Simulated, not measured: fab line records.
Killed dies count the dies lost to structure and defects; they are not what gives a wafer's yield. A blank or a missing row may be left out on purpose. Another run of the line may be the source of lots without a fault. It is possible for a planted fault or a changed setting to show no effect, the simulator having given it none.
fab line records -- flow nand-harc
[record] lots = 5, wafers = 15, last-day = 33
route steps=1302 shown A_CHANNEL_FILL_D1@492 A_DECK1_JOINT@518 END@1301
lots that met no fault: from a run of the same line without faults
start-h: hours from the record's opening day to when the first of the lot's shown wafers began -- wait-h: how many hours have passed since the lot's step before this one -- " identical to the entry in the row above -- L1.1+2: a row that stands for several wafers -- - either no value or no given start -- * or withheld: withheld -- < > ~ a bound
route shown NAME@n: NAME is a module with steps in the file, n the number in the route of the first one -- usual: mean/standard deviation of fault-free wafers -- same: alike in all rows -- chamber/n: place in a boat -- sites: the reading at each site -- _std_site: standard deviation across them -- _edge_site: mean of outer sites minus mean of inner sites -- radius-mm: how far each site lies from the wafer's centre -- mask NAME#n: copy n -- behind: the most recent tool/chamber to have shaped the wafer -- hold: the reason the lot was held/the length of the hold in hours/how it ended -- device: which transistor (n, p or np) failed to switch -- end of line: tests run on the same wafers once the route is complete -- a step without rows: its recipe alone -- killed: at the first sort, the dies lost to defects and structure; wafer yield is something else -- map: a wafer's dies, marking killed ones x, the rest . and places with no die _
set.NAME: the run value of the setting; set.NAME@STEP: its run value at that earlier step -- model.NAME: the simulator's own value behind a step, which no gauge read
lots seen at some steps along the route; tables by step, rows by wafer
[[steps]]
[step NHARC_A_CHANNEL_FILL_D1_ALD_02]
[recipe] target-thk-a = 60, pulse-time-s = 10, ald-cycles = 60, temp-c = 300, material = SiO2
[step NHARC_A_CHANNEL_FILL_D1_ALD_03]
[recipe] target-thk-a = 60, pulse-time-s = 60, ald-cycles = 58, temp-c = 630, pressure-torr = 2, material = SiNx
[step NHARC_A_CHANNEL_FILL_D1_ALD_14]
[recipe] target-thk-a = 25, pulse-time-s = 10, ald-cycles = 25, temp-c = 300, material = SiO2
[step NHARC_A_CHANNEL_FILL_D1_ALD_15]
[recipe] target-thk-a = 20, pulse-time-s = 60, ald-cycles = 19, temp-c = 630, pressure-torr = 2, material = SiNx
[step NHARC_A_CHANNEL_FILL_D1_ALD_16]
[recipe] target-thk-a = 15, pulse-time-s = 10, ald-cycles = 15, temp-c = 300, material = SiO2
[step NHARC_A_CHANNEL_FILL_D1_ANNEAL_17]
[recipe] temp-c = 850, time-s = 1800
[step NHARC_A_CHANNEL_FILL_D1_CVD_18]
[recipe] target-thk-a = 30, temp-c = 550, material = poly-Si
[step NHARC_A_CHANNEL_FILL_D1_ETCHBACK_19]
[recipe] target-depth-a = 50, time-s = 1.7, hbr-flow-sccm = 150, cl2-flow-sccm = 50, rf-w = 400, icp-w = 400, bias-w = 100, chemistry = HBr/Cl2
[step NHARC_A_CHANNEL_FILL_D1_ETCHBACK_20]
[recipe] target-depth-a = 270, time-s = 13.5, c4f8-flow-sccm = withheld, o2-flow-sccm = 8, ar-flow-sccm = withheld, rf-w = 600, bias-w = 1500, chemistry = C4F8/O2/Ar
[step NHARC_A_CHANNEL_FILL_D1_STRIP_28]
[recipe] time-s = 20, o2-flow-sccm = 500, ar-flow-sccm = 0, bias-w = 0, chemistry = O2
[step NHARC_A_CHANNEL_FILL_D1_PRECLEAN_21]
[recipe] time-s = 30, chemistry = dHF
[step NHARC_A_CHANNEL_FILL_D1_SRD_23]
[step NHARC_A_CHANNEL_FILL_D1_CVD_05]
[recipe] target-thk-a = 50, temp-c = 550, material = poly-Si
[usual] spike-tc-centre-C = 550.4/1.4, spike-tc-lower-C = 550.2/1.4, spike-tc-top-C = 571.4/2.1, spike-tc-upper-C = 549.8/1.4
lot.wafer,tool,chamber,start-h,wait-h,spike-tc-centre-C,spike-tc-lower-C,spike-tc-top-C,spike-tc-upper-C
L361.3,lpcvd-poly-01,0,325.33,2.4,550.8,548.3,571.9,548.7
L361.4,lpcvd-poly-01,0,325.33,2.4,551.1,548.2,570.9,548.2
L361.6,lpcvd-poly-01,0,325.33,2.4,552.2,549.7,572.6,548.1
L368.3,lpcvd-poly-01,0,401.49,2.4,563.6,563.1,583.9,561.2
L368.5,lpcvd-poly-01,0,401.49,2.4,564.0,560.9,582.8,560.7
L368.6,lpcvd-poly-01,0,401.49,2.4,563.8,561.5,583.5,562.7
L369.3,lpcvd-poly-01,0,415.23,2.4,563.5,560.4,582.6,561.8
L369.4,lpcvd-poly-01,0,415.23,2.4,564.9,559.8,582.3,561.9
L369.6,lpcvd-poly-01,0,415.23,2.4,564.9,564.5,584.1,560.2
L371.1,lpcvd-poly-01,0,435.23,2.4,563.7,561.6,583.0,560.8
L371.4,lpcvd-poly-01,0,435.23,2.4,564.7,561.1,583.4,562.4
L371.6,lpcvd-poly-01,0,435.23,2.4,563.6,561.6,584.7,562.4
L372.4,lpcvd-poly-04,0,447.00,2.3,548.6,548.9,569.7,551.1
L372.5,lpcvd-poly-04,0,447.00,2.3,551.0,550.6,568.7,551.5
L372.6,lpcvd-poly-04,0,447.00,2.3,551.3,549.4,570.6,549.4
[step NHARC_A_CHANNEL_FILL_D1_ANNEAL_22]
[recipe] temp-c = 620, time-s = 7200
[step NHARC_A_CHANNEL_FILL_D1_ALD_25]
[recipe] target-thk-a = 600, pulse-time-s = 10, ald-cycles = 600, temp-c = 300, material = SiOx
[step NHARC_A_CHANNEL_FILL_D1_ETCHBACK_08]
[recipe] target-depth-a = 2200, time-s = 110, c4f8-flow-sccm = 20, ar-flow-sccm = withheld, rf-w = 600, bias-w = 300, chemistry = C4F8
[step NHARC_A_CHANNEL_FILL_D1_STRIP_29]
[recipe] time-s = 20, o2-flow-sccm = 500, ar-flow-sccm = 0, bias-w = 0, chemistry = O2
[step NHARC_A_CHANNEL_FILL_D1_PRECLEAN_30]
[recipe] time-s = 30, chemistry = dHF
[step NHARC_A_CHANNEL_FILL_D1_SRD_31]
[step NHARC_A_CHANNEL_FILL_D1_CVD_09]
[recipe] target-thk-a = 1500, temp-c = 620, pressure-mtorr = 200, time-s = 3000, material = poly-Si
[step NHARC_A_CHANNEL_FILL_D1_CMP_10]
[recipe] target-thk-nm = 150
[step NHARC_A_CHANNEL_FILL_D1_SRD_12]
[step NHARC_A_DECK1_JOINT_ETCHBACK_07]
[recipe] target-depth-a = 1050, time-s = 26.9, hbr-flow-sccm = 150, rf-w = 350, icp-w = 350, bias-w = 60, chemistry = HBr
[step NHARC_A_DECK1_JOINT_ETCH_25]
[recipe] target-depth-a = 5, chemistry = dHF, material = SiO2
[step NHARC_A_DECK1_JOINT_ETCH_19]
[recipe] temp-c = 25, target-depth-a = 30, chemistry = TMAH, material = poly-Si
[step NHARC_A_DECK1_JOINT_ETCH_18]
[recipe] target-depth-a = 30, chemistry = dHF, material = SiO2
[step NHARC_A_DECK1_JOINT_WET_08]
[recipe] temp-c = 160, time-s = 86, chemistry = H3PO4
[step NHARC_A_DECK1_JOINT_ETCH_09]
[recipe] target-depth-a = 50, chemistry = dHF, material = SiO2
[step NHARC_A_DECK1_JOINT_WET_10]
[recipe] temp-c = 160, time-s = 86, chemistry = H3PO4
[step NHARC_A_DECK1_JOINT_ETCH_11]
[recipe] target-depth-a = 350, chemistry = dHF, material = SiO2
[step NHARC_A_DECK1_JOINT_CVD_12]
[recipe] target-thk-a = 900, temp-c = 620, pressure-mtorr = 200, time-s = 1800, material = poly-Si
[step NHARC_A_DECK1_JOINT_CMP_13]
[recipe] target-thk-nm = 51.023
[step NHARC_A_DECK1_JOINT_SRD_04]
[step NHARC_A_DECK1_JOINT_ETCHBACK_00]
[recipe] target-depth-a = 300, time-s = 17.4, hbr-flow-sccm = 150, rf-w = 350, icp-w = 350, bias-w = 60, chemistry = HBr
[step NHARC_A_DECK1_JOINT_PRECLEAN_30]
[recipe] time-s = *, temp-c = 50, bath-age-min = 0, chemistry = SC1
[step NHARC_A_DECK1_JOINT_SRD_31]
[step NHARC_A_DECK1_JOINT_CVD_34]
[recipe] target-thk-a = 200, temp-c = 700, pressure-mtorr = 300, material = SiNx
[step NHARC_END_WLT_00]
[usual] VT_DECK1_BOTTOM = 0.870/0.0079, VT_DECK1_BOTTOM_INNER = 0.870/0.0077, VT_DECK1_MEDIAN_NEAR_BOTTOM = 0.872/0.0076, VT_DECK1_MEDIAN_NEAR_BOTTOM_INNER = 0.871/0.0073, VT_DECK1_MIDDLE = 0.884/0.0076, VT_DECK1_MIDDLE_INNER = 0.884/0.0062, VT_DECK1_TOP = 0.896/0.007, VT_DECK1_TOP_INNER = 0.896/0.0063, VT_DECK2_BOTTOM = 0.867/0.0083, VT_DECK2_BOTTOM_INNER = 0.867/0.0082, VT_DECK2_MEDIAN_NEAR_BOTTOM = 0.869/0.0081, VT_DECK2_MEDIAN_NEAR_BOTTOM_INNER = 0.869/0.0084, VT_DECK2_MIDDLE = 0.882/0.0076, VT_DECK2_MIDDLE_INNER = 0.881/0.0073, VT_DECK2_TOP = 0.894/0.0068, VT_DECK2_TOP_INNER = 0.893/0.0068
lot.wafer,tool,chamber,start-h,wait-h,hold,VT_DECK1_BOTTOM,VT_DECK1_BOTTOM_INNER,VT_DECK1_MEDIAN_NEAR_BOTTOM,VT_DECK1_MEDIAN_NEAR_BOTTOM_INNER,VT_DECK1_MIDDLE,VT_DECK1_MIDDLE_INNER,VT_DECK1_TOP,VT_DECK1_TOP_INNER,VT_DECK2_BOTTOM,VT_DECK2_BOTTOM_INNER,VT_DECK2_MEDIAN_NEAR_BOTTOM,VT_DECK2_MEDIAN_NEAR_BOTTOM_INNER,VT_DECK2_MIDDLE,VT_DECK2_MIDDLE_INNER,VT_DECK2_TOP,VT_DECK2_TOP_INNER
L361.3,prober-01,-,665.84,1.1,-,0.871,0.877,0.872,0.875,0.889,0.887,0.902,0.905,0.875,0.868,0.862,0.868,0.888,0.891,0.893,0.894
L361.4,prober-01,-,665.84,1.1,-,0.863,0.871,0.867,0.866,0.887,0.887,0.901,0.897,0.872,0.870,0.867,0.873,0.892,0.890,0.894,0.895
L361.6,prober-01,-,667.35,2.6,-,0.880,0.882,0.879,0.882,0.890,0.892,0.903,0.895,0.864,0.878,0.872,0.862,0.888,0.885,0.891,0.888
L368.3,prober-01,-,749.43,1.0,await-dispo/0.2h/release,0.936,0.953,0.946,0.949,0.967,0.961,0.970,0.976,0.865,0.871,0.870,0.857,0.879,0.888,0.899,0.899
L368.5,prober-01,-,750.44,2.1,await-dispo/0.2h/release,0.933,0.938,0.928,0.942,0.957,0.950,0.971,0.968,0.873,0.878,0.878,0.876,0.884,0.890,0.902,0.900
L368.6,prober-01,-,750.44,2.1,await-dispo/0.2h/release,0.940,0.940,0.940,0.943,0.960,0.959,0.983,0.968,0.877,0.876,0.877,0.874,0.898,0.884,0.898,0.898
L368.3,prober-01,-,757.29,7.4,-,0.957,0.956,0.948,0.942,0.968,0.967,0.977,0.975,0.870,0.866,0.868,0.869,0.882,0.892,0.897,0.897
L368.5,prober-01,-,758.30,7.4,-,0.939,0.936,0.932,0.941,0.952,0.956,0.977,0.980,0.864,0.870,0.877,0.876,0.883,0.885,0.895,0.902
L368.6,prober-01,-,758.30,7.4,-,0.946,0.954,0.949,0.945,0.957,0.956,0.969,0.974,0.876,0.881,0.880,0.876,0.886,0.885,0.893,0.903
L369.3,prober-01,-,759.81,1.1,await-dispo/0.2h/release,0.931,0.924,0.933,0.930,0.953,0.953,0.971,0.971,0.868,0.873,0.871,0.875,0.883,0.883,0.901,0.903
L369.4,prober-01,-,759.81,1.1,await-dispo/0.2h/release,0.952,0.939,0.949,0.948,0.963,0.959,0.969,0.962,0.871,0.882,0.877,0.883,0.892,0.899,0.899,0.906
L369.6,prober-01,-,761.33,2.6,await-dispo/0.2h/release,0.925,0.936,0.926,0.933,0.951,0.957,0.974,0.982,0.872,0.862,0.874,0.872,0.886,0.894,0.915,0.907
L369.3,prober-01,-,767.77,7.4,-,0.933,0.932,0.934,0.930,0.949,0.954,0.969,0.966,0.862,0.868,0.868,0.866,0.884,0.880,0.900,0.897
L369.4,prober-01,-,767.77,7.4,-,0.944,0.945,0.949,0.945,0.958,0.963,0.965,0.974,0.879,0.877,0.884,0.879,0.884,0.895,0.904,0.899
L369.6,prober-01,-,769.28,7.4,-,0.932,0.933,0.936,0.927,0.955,0.959,0.973,0.981,0.867,0.868,0.871,0.868,0.890,0.882,0.901,0.904
L371.1,prober-02,-,777.26,0.1,await-dispo/0.2h/release,0.927,0.939,0.932,0.935,0.959,0.949,0.963,0.965,0.857,0.852,0.856,0.860,0.872,0.871,0.888,0.889
L371.4,prober-02,-,778.75,1.6,await-dispo/0.2h/release,0.938,0.928,0.936,0.935,0.952,0.949,0.975,0.967,0.865,0.862,0.862,0.865,0.882,0.881,0.890,0.893
L371.6,prober-02,-,779.75,2.6,await-dispo/0.2h/release,0.934,0.946,0.952,0.938,0.961,0.954,0.966,0.969,0.858,0.862,0.864,0.859,0.873,0.871,0.891,0.887
L371.1,prober-02,-,785.08,7.3,-,0.931,0.936,0.933,0.937,0.959,0.949,0.966,0.964,0.860,0.852,0.852,0.859,0.875,0.869,0.888,0.887
L371.4,prober-02,-,786.57,7.3,-,0.932,0.935,0.927,0.931,0.950,0.961,0.967,0.962,0.875,0.860,0.872,0.869,0.869,0.872,0.887,0.883
L371.6,prober-02,-,787.57,7.3,-,0.943,0.936,0.947,0.936,0.956,0.951,0.976,0.975,0.860,0.870,0.868,0.866,0.882,0.876,0.894,0.892
L372.4,prober-01,-,793.93,1.5,-,0.878,0.886,0.877,0.884,0.888,0.891,0.892,0.903,0.873,0.873,0.880,0.879,0.891,0.880,0.904,0.900
L372.5,prober-01,-,793.93,1.5,-,0.876,0.878,0.885,0.889,0.898,0.890,0.892,0.897,0.865,0.867,0.880,0.875,0.887,0.885,0.895,0.905
L372.6,prober-01,-,793.93,1.5,-,0.870,0.874,0.878,0.877,0.892,0.881,0.896,0.905,0.874,0.867,0.876,0.876,0.887,0.886,0.911,0.903
[step NHARC_END_SORT_01]
[recipe] temp-c = 25
[usual] killed-at-array = 52/16, killed-at-other = 0.8/0.98, killed-at-periphery = 4.2/2.9, killed-dies = 57/16, killed-open = 3.3/1.9, killed-short = 2.5/1.5
[same] gross-dies = 677
lot.wafer,tool,chamber,start-h,wait-h,hold,killed-at-array,killed-at-other,killed-at-periphery,killed-dies,killed-open,killed-short
L361.3,prober-01,0,669.47,3.1,-,30,0,2,32,4,4
L361.4,prober-01,0,670.27,3.4,-,43,1,1,45,2,2
L361.6,prober-01,0,671.89,4.0,-,40,2,1,43,3,3
L368.3,prober-01,0,765.87,8.1,await-dispo/4.9h/release,50,0,2,52,2,1
L368.5,prober-01,0,767.48,8.7,await-dispo/4.9h/release,46,0,5,51,4,0
L368.6,prober-01,0,768.29,9.0,await-dispo/4.9h/release,47,0,5,52,6,3
L369.3,prober-01,0,774.34,6.1,await-dispo/2.9h/release,56,0,4,60,2,1
L369.4,prober-01,0,775.16,6.4,await-dispo/2.9h/release,50,0,2,52,6,1
L369.6,prober-01,0,776.80,7.0,await-dispo/2.9h/release,56,0,7,63,4,5
L371.1,prober-02,0,790.95,5.4,await-dispo/2.9h/release,61,2,3,66,6,5
L371.4,prober-02,0,793.37,6.3,await-dispo/2.9h/release,50,1,3,54,3,1
L371.6,prober-02,0,794.97,6.9,await-dispo/2.9h/release,51,1,1,53,2,1
L372.4,prober-01,0,797.83,3.4,-,67,0,4,71,0,0
L372.5,prober-01,0,798.64,3.7,-,64,0,8,72,6,3
L372.6,prober-01,0,799.44,4.0,-,45,0,2,47,0,2
// killed by level:class
L361.3 A_CHANNEL_HOLE_D1:chamber-film-flake=19 A_CHANNEL_FILL_D1:geometric-particle:short=3 P_CONTACT:geometric-particle:open=2 A_DECK1_JOINT:geometric-particle:short=1 A_CONTACT:geometric-particle:open=1 A_M1:geometric-particle:open=1 A_CHANNEL_FILL_D1:chamber-film-flake=1 A_CHANNEL_HOLE_D2:chamber-film-flake=1
L361.4 A_CHANNEL_HOLE_D1:chamber-film-flake=31 A_BLC:chamber-film-flake=4 P_CONTACT:geometric-particle:open=1 A_SOURCE_PLATE:geometric-particle:open=1 A_CHANNEL_HOLE_D1:geometric-particle:short=1 A_WL_FILL:geometric-particle:short=1 A_ZERO_WELL:chamber-film-flake=1 A_STAIRCASE:chamber-film-flake=1
L361.6 A_CHANNEL_HOLE_D1:chamber-film-flake=30 A_DECK1_JOINT:chamber-film-flake=2 A_CHANNEL_FILL_D2:chamber-film-flake=2 THIN_TSV:chamber-film-flake=2 P_M0:geometric-particle:short=1 A_ONON_D1:geometric-particle:open=1 A_CHANNEL_FILL_D1:geometric-particle:open=1 A_CHANNEL_FILL_D1:geometric-particle:short=1
L368.3 A_CHANNEL_HOLE_D2:chamber-film-flake=22 A_CHANNEL_HOLE_D1:chamber-film-flake=13 A_SLIT:chamber-film-flake=9 A_WL_FILL:chamber-film-flake=3 P_M0:geometric-particle:open=1 A_DECK1_JOINT:geometric-particle:short=1 A_BLC:geometric-particle:open=1 P_GATE:chamber-film-flake=1
L368.5 A_CHANNEL_HOLE_D2:chamber-film-flake=22 A_CHANNEL_HOLE_D1:chamber-film-flake=12 A_SLIT:chamber-film-flake=5 A_CONTACT:chamber-film-flake=3 P_STI:geometric-particle:open=1 P_GATE:geometric-particle:open=1 P_CONTACT:geometric-particle:open=1 A_ONON_D1:geometric-particle:open=1
L368.6 A_CHANNEL_HOLE_D2:chamber-film-flake=15 A_CONTACT:chamber-film-flake=8 A_CHANNEL_HOLE_D1:chamber-film-flake=7 A_SLIT:chamber-film-flake=6 P_GATE:chamber-film-flake=3 A_WL_FILL:chamber-film-flake=3 A_CHANNEL_FILL_D1:geometric-particle:short=2 A_ONON_D2:geometric-particle:open=2
L369.3 A_SLIT:chamber-film-flake=30 A_CHANNEL_HOLE_D1:chamber-film-flake=13 A_CONTACT:chamber-film-flake=8 P_GATE:chamber-film-flake=2 A_STAIRCASE:chamber-film-flake=2 P_M1:geometric-particle:open=1 A_DECK1_JOINT:geometric-particle:short=1 A_ONON_D2:geometric-particle:open=1
L369.4 A_SLIT:chamber-film-flake=20 A_CHANNEL_HOLE_D1:chamber-film-flake=13 A_CONTACT:chamber-film-flake=10 A_CHANNEL_FILL_D2:geometric-particle:open=2 A_ONON_D1:geometric-particle:short=1 A_DECK1_JOINT:geometric-particle:open=1 A_CONTACT:geometric-particle:open=1 A_BLC:geometric-particle:open=1
L369.6 A_SLIT:chamber-film-flake=39 A_CHANNEL_HOLE_D1:chamber-film-flake=8 A_CONTACT:chamber-film-flake=3 P_GATE:chamber-film-flake=3 P_CONTACT:geometric-particle:open=2 P_STI:geometric-particle:short=1 P_GATE:geometric-particle:short=1 A_ONON_D1:geometric-particle:open=1
L371.1 A_SLIT:chamber-film-flake=41 A_CONTACT:chamber-film-flake=6 A_ONON_D2:geometric-particle:short=2 A_DECK1_JOINT:chamber-film-flake=2 THIN_TSV:chamber-film-flake=2 P_M0:geometric-particle:open=1 P_M1:geometric-particle:open=1 A_SOURCE_PLATE:geometric-particle:short=1
L371.4 A_SLIT:chamber-film-flake=34 A_CONTACT:chamber-film-flake=4 A_M0:geometric-particle:open=2 P_GATE:chamber-film-flake=2 A_CHANNEL_HOLE_D1:chamber-film-flake=2 A_CHANNEL_FILL_D2:chamber-film-flake=2 A_ONON_D2:geometric-particle:short=1 A_WL_FILL:geometric-particle:open=1
L371.6 A_SLIT:chamber-film-flake=39 A_CONTACT:chamber-film-flake=6 A_BONDPAD:chamber-film-flake=3 P_M0:geometric-particle:open=1 A_ONON_D2:geometric-particle:open=1 A_CONTACT:geometric-particle:short=1 A_CHANNEL_HOLE_D1:chamber-film-flake=1 THIN_TSV:chamber-film-flake=1
L372.4 A_SLIT:chamber-film-flake=40 A_CHANNEL_HOLE_D1:chamber-film-flake=14 A_CONTACT:chamber-film-flake=6 A_CHANNEL_FILL_D1:chamber-film-flake=3 P_ZERO_WELL:chamber-film-flake=2 P_GATE:chamber-film-flake=2 A_CHANNEL_FILL_D2:chamber-film-flake=2 A_ZERO_WELL:chamber-film-flake=1
L372.5 A_SLIT:chamber-film-flake=29 A_CHANNEL_HOLE_D1:chamber-film-flake=13 A_CONTACT:chamber-film-flake=8 P_ZERO_WELL:chamber-film-flake=5 A_CHANNEL_FILL_D2:chamber-film-flake=4 A_CHANNEL_FILL_D2:geometric-particle:open=2 P_M0:geometric-particle:open=1 P_M0:geometric-particle:short=1
L372.6 A_SLIT:chamber-film-flake=22 A_CHANNEL_HOLE_D1:chamber-film-flake=9 A_CONTACT:chamber-film-flake=7 A_WL_FILL:geometric-particle:short=2 A_CHANNEL_FILL_D2:chamber-film-flake=2 A_STAIRCASE:chamber-film-flake=2 P_ZERO_WELL:chamber-film-flake=1 P_GATE:chamber-film-flake=1
// map L368.3 (x killed, . not)
____________.____________
_________......._________
_______..........._______
______........x....______
_____.....x........._____
____.................____
____.................____
___...................___
___............x..x...___
__.....................__
__...................xx__
_..................xxx.._
_.................xx...x_
_...................xx.._
_...................x..._
_......................._
.........................
.........................
.........................
.........................
.......x.................
_......................._
_.............x........._
_.....x................._
_....x.x................_
_.......x..............._
__..xx.xx..............__
__.x.x.x.........x.....__
___...............x...___
___..x................___
____..x.........xx..x____
____.............xxxx____
_____x.........xxxx._____
______........xxxxx______
_______.........xx_______
_________......x_________
____________.____________
// map L369.6 (x killed, . not)
____________.____________
_________......._________
_______..........._______
______.............______
_____..............._____
____........x..x.....____
____........x........____
___..........x........___
___.....x.............___
__...............x.....__
__....................x__
_...x..................._
_.x....................._
_.......xx.............._
_......................._
_...............x.x....._
.x.......................
.....x.................x.
.........................
.........................
......x..................
_..x...x.....x.........._
_...xxxxx..............._
_..x.xxxx..............._
_..x.xxxx..............._
_.x.xxxxx.x............._
__..xxxxx..............__
__.xxxx.x..............__
___xx.xx..............___
___...xxx.............___
____x.xx.............____
____.................____
_____..........x...._____
______.............______
_______..........._______
_________......._________
____________.____________
[[key]]
[first-sign] step = NHARC_A_CHANNEL_FILL_D1_CVD_05, reading = spike-tc-centre-C, direction = up, sigmas = 9.5, usual = 550.4, struck = 564.1
[effect] step = NHARC_A_CHANNEL_FILL_D1_CVD_05, reading = spike-tc-upper-C, direction = up, sigmas = 8.3, usual = 549.8, struck = 561.6
[effect] step = NHARC_END_WLT_00, reading = VT_DECK1_TOP_INNER, direction = up, sigmas = 12, usual = 0.896, struck = 0.970
[effect] step = NHARC_END_SORT_01, reading = hold, direction = added
met-at NHARC_A_CHANNEL_FILL_D1_CVD_05
struck-wafers L368.3,L368.5,L368.6,L369.3,L369.4,L369.6,L371.1,L371.4,L371.6
tester-left-out L368,L369,L371
onset-between 325.33 401.49
[fault] kind = process-parameter-drift, tool = lpcvd-poly-01, chamber = -, onset-h = 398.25, steps = NHARC_A_CHANNEL_FILL_D1_CVD_05, channel = temp-c, offset = *, shape = step, end-h = 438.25, acts-in = *, stated = *
// tester-left-out: of these lots the tester's yield and bins aren't shown, on N5 and GAA mostly nor the transistor test; their killed dies are dies lost to structure and defects alone, not to doping, threshold or leakage, so they don't give the yield
